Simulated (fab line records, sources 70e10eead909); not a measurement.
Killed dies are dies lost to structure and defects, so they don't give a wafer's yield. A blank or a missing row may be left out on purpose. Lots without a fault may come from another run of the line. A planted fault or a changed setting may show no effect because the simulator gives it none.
fab line records | flow nand_harc
record lots=14 wafers=42 last_day=33
route steps=1302 shown P_GATE@142
lots that met no fault: from a run of the same line without faults
start_h: hours from the record's first day to the start of the lot's first wafer shown | wait_h: hours since the lot's step before | " the same as in the row above | L1.1+2: a row that stands for several wafers | - no value, or no start given | * or withheld: withheld | < > ~ a bound
route shown NAME@n: a module of which the file shows steps, and the number in the route of the first | usual: mean/standard deviation of fault-free wafers | same: alike in all rows | chamber/n: place in a boat | sites: the reading at each site | _std_site: their standard deviation | _edge_site: outer sites' mean less inner sites' | radius_mm: how far each site lies from the wafer's centre | mask NAME#n: copy n | behind: the tool/chamber that last shaped the wafer | hold: why the lot was held/for how many hours/how that ended | device: the transistor (n, p or np) that didn't switch | end of line: the same wafers' tests at the end of the route | a step without rows: its recipe alone | killed: dies lost to structure and defects at the first sort, not the wafer's yield | map: a wafer's dies, x killed, . not, _ none there
set.NAME: the setting as run; set.NAME@STEP: as run at that earlier step | model.NAME: the simulator's own value behind a step, which no gauge read
steps of the route over a sample of lots; a table a step, a row a wafer
services: from which hour (start_h, from the record's first day; less than 0 if before it) a tool's chamber was out of use, for how many hours, and why
## steps
# step NHARC_P_GATE_OVL_MEAS_27
# usual overlay_x_nm=0.0/0.83 overlay_y_nm=-0.2/0.9
# columns lot.wafer tool chamber start_h wait_h overlay_x_nm overlay_y_nm
L126.1 overlay-02 - 104.54 - -1.5 -0.2
L126.2 " - " " -1.4 0.1
L126.5 " - " " -1.2 0.0
L127.2 overlay-01 - 114.44 - 1.0 0.1
L127.5 " - " " 1.0 0.4
L127.6 " - " " 1.3 -0.1
L128.2 overlay-01 - 127.75 - 0.2 -0.1
L128.3 " - " " -0.7 -0.5
L128.6 " - " " -0.7 -0.5
L129.1 overlay-01 - 139.59 - 0.8 0.1
L129.3 " - " " 0.5 -0.1
L129.6 " - " " 0.7 -0.2
L131.2 overlay-01 - 155.40 - 0.0 -0.9
L131.3 " - " " 0.5 -0.9
L131.4 " - " " 1.4 -0.7
L133.3 overlay-01 - 178.59 - -1.5 -0.8
L133.5 " - " " -0.7 -0.7
L133.6 " - " " -1.1 -1.1
L134.1 overlay-01 - 185.46 - 0.0 0.5
L134.2 " - " " -0.8 0.4
L134.4 " - " " -0.2 -0.2
L135.1 overlay-01 - 200.63 - 1.6 0.4
L135.3 " - " " 1.4 0.1
L135.5 " - " " 1.3 0.7
L136.1 overlay-01 - 205.39 - -0.2 0.2
L136.2 " - " " -0.6 0.2
L136.3 " - " " -0.7 -0.2
L143.4 overlay-01 - 276.89 - 0.5 -1.4
L143.5 " - " " 0.6 -1.8
L143.6 " - " " 0.2 -1.7
L145.2 overlay-01 - 298.24 - -0.1 1.1
L145.4 " - " " -0.8 1.3
L145.5 " - " " -0.3 2.1
L146.1 overlay-02 - 303.30 - -1.0 -1.9
L146.2 " - " " -1.3 -2.0
L146.5 " - " " -0.8 -2.2
L147.3 overlay-02 - 321.22 - -0.2 0.3
L147.5 " - " " 0.4 0.2
L147.6 " - " " -0.3 0.0
L148.1 overlay-02 - 322.58 - 0.9 -0.3
L148.2 " - " " 1.3 0.0
L148.3 " - " " 0.9 -0.3
# step NHARC_P_GATE_ETCH_32
# recipe target_depth_a=1500 over_etch_frac=1 over_etch_ion_energy_ev=40 time_s=100.1 hbr_flow_sccm=150 cl2_flow_sccm=50 rf_w=400 icp_w=400 bias_w=100 chemistry=HBr/Cl2
# usual bias_w=99.99/0.29 chamber_pressure_mTorr=15.000/0.014 drypump_motor_current_A=5.7/0.53 he_backside_leak_sccm=2.67/0.26 oes_product_au=1.001/0.014 throttle_valve_pct=26.406/0.0089
# columns lot.wafer tool chamber start_h wait_h bias_w chamber_pressure_mTorr drypump_motor_current_A he_backside_leak_sccm oes_product_au rf_hours_counter_h throttle_valve_pct
L126.1 rie_si-03 2 105.12 - 100.24 15.021 5.1 2.46 1.016 0.29 26.409
L126.2 " 0 " " 100.06 15.003 6.5 2.68 0.968 0.31 26.427
L126.5 " 2 " " 100.33 15.000 5.1 2.22 1.008 - 26.403
L127.2 rie_si-03 1 115.01 - 99.54 15.014 5.6 2.83 0.999 0.33 26.386
L127.5 " 0 " " 100.13 14.994 6.5 2.45 0.980 - 26.413
L127.6 " 1 " " 99.92 15.014 5.6 2.90 0.996 - 26.411
L128.2 rie_si-03 3 128.31 - 100.36 14.985 4.8 2.81 0.988 0.57 26.401
L128.3 " 0 " " 100.20 14.997 6.5 2.60 0.980 0.51 26.430
L128.6 " 0 " " 100.04 14.977 6.5 2.80 0.978 - 26.393
L129.1 rie_si-01 2 140.14 - 100.06 15.005 5.8 2.79 1.008 0.69 26.400
L129.3 " 3 " " 99.96 14.982 5.7 2.43 1.022 0.74 26.413
L129.6 " 2 " " 99.70 14.984 5.8 2.83 1.018 - 26.395
L131.3 rie_si-01 3 155.95 - 100.02 14.987 5.7 2.46 1.024 0.92 26.402
L131.4 " 0 " " 99.95 15.015 6.0 2.42 1.011 0.81 26.408
L131.2 " 1 " " 100.46 14.998 6.4 2.86 0.981 0.77 26.409
L133.3 rie_si-03 1 179.15 - 99.81 14.977 5.6 2.90 0.989 0.66 26.411
L133.6 " 1 " " 100.41 15.011 5.6 2.85 0.988 - 26.410
L133.5 " 2 " " 99.90 14.998 5.1 2.57 1.011 - 26.389
L134.4 rie_si-01 0 186.04 - 100.28 15.015 6.0 2.62 1.011 1.00 26.391
L134.1 " 1 " " 100.25 14.999 6.5 2.95 0.991 0.93 26.426
L134.2 " 2 " " 100.25 14.975 5.8 2.83 1.012 1.06 26.402
L135.3 rie_si-03 2 201.28 - - - - - - - -
L135.1 " 3 " " - - - - - - -
L135.5 " 1 " " - - - - - - -
L136.2 rie_si-01 1 205.96 - - - - - - - -
L136.3 " 2 " " - - - - - - -
L136.1 " 3 " " - - - - - - -
L143.4 rie_si-03 0 277.45 - 99.64 14.983 6.5 2.68 0.994 0.37 26.405
L143.6 " 0 " " 99.86 15.027 6.5 2.67 1.003 - 26.402
L143.5 " 1 " " 99.56 15.014 5.6 2.88 0.996 - 26.404
L145.4 rie_si-01 1 298.81 - 99.53 14.994 6.4 2.97 1.002 0.45 26.412
L145.2 " 3 " " 100.05 14.992 5.7 2.54 0.973 0.55 26.391
L145.5 " 2 " " 99.34 15.001 5.8 2.71 0.985 - 26.401
L146.2 rie_si-03 1 303.86 - 100.08 15.009 5.6 3.14 0.997 0.66 26.417
L146.1 " 0 " " 99.95 14.993 6.6 2.30 0.997 0.57 26.410
L146.5 " 1 " " 100.09 15.003 5.6 2.75 0.994 - 26.394
L147.3 rie_si-03 3 321.81 - 100.39 14.996 4.8 2.70 0.984 0.52 26.404
L147.6 " 1 " " 100.17 14.962 5.6 2.87 0.995 - 26.405
L147.5 " 2 " " 100.43 14.986 5.0 2.56 1.004 - 26.404
L148.3 rie_si-05 0 323.14 - 99.48 14.985 5.4 2.38 1.008 0.02 26.403
L148.2 " 2 " " 100.16 15.010 5.7 2.38 0.999 0.04 26.404
L148.1 " 3 " " 100.25 15.002 6.1 2.79 1.018 0.02 26.398
# step NHARC_P_GATE_STRIP_101
# recipe time_s=20 o2_flow_sccm=500 ar_flow_sccm=0 bias_w=0 chemistry=O2
# usual chamber_pressure_mTorr=60.00/0.058 drypump_motor_current_A=5.6/0.45 mfc_ar_sccm=0.008/0.012 oes_product_au=0.999/0.012 rf_vpp_V=57.7/0.91 showerhead_plenum_p_Torr=3.53/0.12 throttle_valve_pct=17.037/0.009
# columns lot.wafer tool chamber start_h wait_h chamber_pressure_mTorr drypump_motor_current_A mfc_ar_sccm oes_product_au rf_hours_counter_h rf_vpp_V showerhead_plenum_p_Torr throttle_valve_pct
L126.1 rie_diel-04 2 115.54 0.1 59.99 5.5 0 0.989 5 58.5 3.47 17.034
L126.2 " 3 " " 59.98 5.8 0 0.998 5 59.2 3.64 17.016
L126.5 " 3 " " 59.98 5.8 0 0.995 - 60.0 3.64 17.051
L127.2 rie_diel-11 0 125.47 0.1 60.02 6.1 0.015 0.996 0 57.9 3.43 17.034
L127.6 " 2 " " 60.03 5.8 0.028 0.976 - 57.8 3.53 17.041
L127.5 " 3 " " 60.04 5.3 0.010 1.006 - 58.1 3.73 17.035
L128.3 rie_diel-11 3 138.74 0.1 60.01 5.4 0.010 0.995 1 57.7 3.73 17.030
L128.2 " 0 " " 60.08 6.1 0.015 1.001 1 56.7 3.43 17.030
L128.6 " 2 " " 59.98 5.8 0.028 0.985 - 56.5 3.53 17.044
L129.1 rie_diel-04 3 150.48 0.1 60.01 5.8 0 0.991 7 58.1 3.64 17.045
L129.3 " 0 " " 60.05 5.1 0 0.996 7 60.0 3.66 17.049
L129.6 " 1 " " 59.99 5.7 0 1.024 - 58.9 3.65 17.044
L131.4 rie_diel-08 0 166.45 0.1 60.02 5.5 0 0.996 11 58.4 3.30 17.033
L131.3 " 1 " " 60.06 6.2 0 1.014 12 57.9 3.56 17.035
L131.2 " 3 " " 60.01 5.7 0 1.004 7 58.1 3.52 17.024
L133.3 rie_diel-08 3 189.55 0.1 59.95 5.7 0 1.001 8 57.6 3.52 17.047
L133.6 " 1 " " 59.98 6.2 0 0.997 - 58.1 3.56 17.018
L133.5 " 2 " " 60.16 4.6 0 0.997 - 57.6 3.39 17.031
L134.2 rie_diel-11 0 198.67 0.1 60.03 6.1 0.015 0.991 6 58.4 3.43 17.041
L134.1 " 2 " " 59.96 5.8 0.028 0.974 6 58.4 3.52 17.037
L134.4 " 3 " " 59.85 5.4 0.010 0.987 6 57.9 3.73 17.043
L135.1 rie_diel-11 0 211.73 0.1 59.99 6.1 0.015 0.989 6 59.2 3.43 17.040
L135.3 " 1 " " 59.94 6.0 0.038 0.988 6 57.0 3.50 17.053
L135.5 " 3 " " 60.07 5.3 0.010 0.995 - 58.4 3.73 17.033
L136.3 rie_diel-04 1 216.49 0.1 60.05 5.7 0 0.996 1 56.0 3.65 17.038
L136.2 " 3 " " 60.00 5.8 0 0.993 1 57.9 3.64 17.047
L136.1 " 0 " " 60.00 5.1 0 0.993 1 57.6 3.66 17.044
L143.4 rie_diel-11 2 287.69 0.1 60.00 5.9 0.028 0.990 0 59.0 3.52 17.037
L143.6 " 2 " " 60.02 5.8 0.028 0.995 - 57.7 3.52 17.036
L143.5 " 3 " " 60.08 5.3 0.010 0.983 - 58.5 3.73 17.037
L145.4 rie_diel-08 3 309.20 0.1 59.97 5.7 0 0.999 6 57.8 3.52 17.030
L145.2 " 0 " " 59.96 5.5 0 0.997 5 57.9 3.30 17.025
L145.5 " 3 " " 60.06 5.7 0 0.991 - 56.7 3.52 17.040
L146.2 rie_diel-08 2 314.33 0.1 60.03 4.6 0 1.018 5 57.1 3.38 17.034
L146.1 " 0 " " 59.94 5.5 0 0.994 5 57.2 3.30 17.039
L146.5 " 2 " " 60.03 4.6 0 1.014 - 58.3 3.38 17.061
L148.2 rie_diel-08 0 333.60 0.1 60.11 5.5 0 0.984 6 57.4 3.30 17.036
L148.1 " 1 " " 59.94 6.2 0 0.991 8 56.8 3.56 17.022
L148.3 " 3 " " 60.14 5.7 0 0.992 7 57.3 3.52 17.033
L147.3 rie_diel-04 3 334.37 0.1 59.89 5.8 0 0.982 7 58.2 3.64 17.031
L147.5 " 2 " " 59.97 5.4 0 1.022 - 56.1 3.46 17.041
L147.6 " 3 " " 59.99 5.8 0 0.976 - 58.1 3.64 17.047
# step NHARC_P_GATE_STRIP_111
# recipe power_w=1500 temp_c=110 time_s=250 chemistry=N2/H2
# usual drypump_motor_current_A=5.3/0.45 heater_power_w=95/3.7
# columns lot.wafer tool chamber start_h wait_h drypump_motor_current_A heater_power_w rf_hours_counter_h
L126.2 plasma_asher-01 1 116.99 0.2 4.8 91 24
L126.1 " 0 " " 5.2 92 24
L126.5 " 1 " " 4.8 93 -
L127.2 plasma_asher-02 1 126.94 0.2 5.9 86 9
L127.5 " 1 " " 5.9 88 -
L127.6 " 0 " " 5.9 99 -
L128.2 plasma_asher-01 0 140.13 0.2 5.2 96 27
L128.3 " 0 " " 5.2 96 -
L128.6 " 0 " " 5.2 97 -
L129.1 plasma_asher-01 0 151.85 0.2 5.2 94 29
L129.3 " 0 " " 5.2 94 -
L129.6 " 1 " " 4.8 92 -
L131.2 plasma_asher-02 0 167.95 0.2 5.8 100 17
L131.4 " 1 " " 5.9 86 -
L131.3 " 0 " " 5.8 98 -
L133.3 plasma_asher-01 0 191.16 0.3 5.2 101 -
L133.5 " 1 " " 4.8 96 -
L133.6 " 0 " " 5.2 100 -
L134.1 plasma_asher-01 1 200.14 0.2 4.8 96 4
L134.2 " 0 " " 5.2 98 4
L134.4 " 1 " " 4.8 96 -
L135.1 plasma_asher-01 1 213.05 0.2 4.8 94 7
L135.3 " 1 " " 4.8 94 -
L135.5 " 1 " " 4.8 91 -
L136.1 plasma_asher-01 0 217.92 0.2 5.2 98 8
L136.2 " 1 " " 4.8 91 8
L136.3 " 1 " " 4.8 98 -
L143.4 plasma_asher-01 1 289.24 0.2 4.8 93 -
L143.6 " 1 " " 4.8 96 -
L143.5 " 0 " " 5.2 100 -
L145.2 plasma_asher-02 0 310.53 0.2 5.9 96 12
L145.4 " 0 " " 5.9 96 -
L145.5 " 0 " " 5.9 93 -
L146.1 plasma_asher-02 0 315.74 0.2 5.8 97 14
L146.2 " 1 " " 5.9 92 14
L146.5 " 0 " " 5.9 96 -
L148.1 plasma_asher-01 0 335.37 0.2 5.2 95 30
L148.2 " 1 " " 4.8 95 30
L148.3 " 1 " " 4.8 95 -
L147.3 plasma_asher-02 0 335.92 0.2 5.8 95 -
L147.6 " 0 " " 5.8 97 -
L147.5 " 1 " " 5.9 91 -
## services
# columns tool chamber start_h hours kind
rie_diel-11 - 98.31 9.0 pm
rie_diel-11 3 120.62 1.8 repair
plasma_asher-01 - 124.74 2.2 repair
rie_diel-04 1 132.03 14.0 repair
rie_si-03 1 135.64 7.0 repair
rie_diel-08 0 142.42 2.7 repair
plasma_asher-01 - 165.10 9.0 pm
rie_diel-04 - 177.90 9.0 pm
rie_diel-04 1 187.13 15.8 repair
rie_diel-08 - 190.80 9.0 pm
rie_si-01 - 193.00 9.0 pm
rie_si-03 1 195.61 4.7 repair
rie_diel-04 2 202.81 8.5 repair
rie_si-03 1 210.17 4.2 repair
rie_diel-08 2 210.77 8.3 repair
rie_diel-08 1 212.70 6.9 repair
rie_diel-08 2 220.33 8.0 repair
rie_si-03 - 221.00 9.0 pm
rie_diel-08 2 230.67 10.7 repair
rie_si-03 2 239.09 2.4 repair
plasma_asher-02 - 249.30 9.0 pm
rie_diel-08 0 252.25 7.6 repair
rie_diel-11 - 275.31 9.0 pm
rie_diel-11 2 325.45 2.1 repair
## key
first_sign step=NHARC_P_GATE_ETCH_32 reading=tool_record direction=missing
effect none on later readings
met_at NHARC_P_GATE_ETCH_32
struck_lots L135,L136
later_rows_left_out L135.1,L135.3,L135.5,L136.1,L136.2,L136.3
sort_left_out L135.1,L135.3,L135.5,L136.1,L136.2,L136.3
tester_left_out L135,L136
not_acting_at NHARC_P_GATE_OVL_MEAS_27,NHARC_P_GATE_STRIP_101,NHARC_P_GATE_STRIP_111
onset_between 186.04 201.28
fault kind=skipped_step_whole tool=rie_si-01,rie_si-03 chamber=- onset_h=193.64 steps=NHARC_P_GATE_ETCH_32 scope=struck_lots_only
# tester_left_out: of these lots the tester's yield and bins aren't shown, on N5 and GAA mostly nor the transistor test; their killed dies are dies lost to structure and defects alone, not to doping, threshold or leakage, so they don't give the yield
# sort_left_out: the simulated sort isn't trusted on such a fault, so these wafers' sort isn't shown, and their yield isn't known
# later_rows_left_out: the simulator's readings of these wafers behind a module that went badly wrong aren't trusted and aren't shown, but for the sort
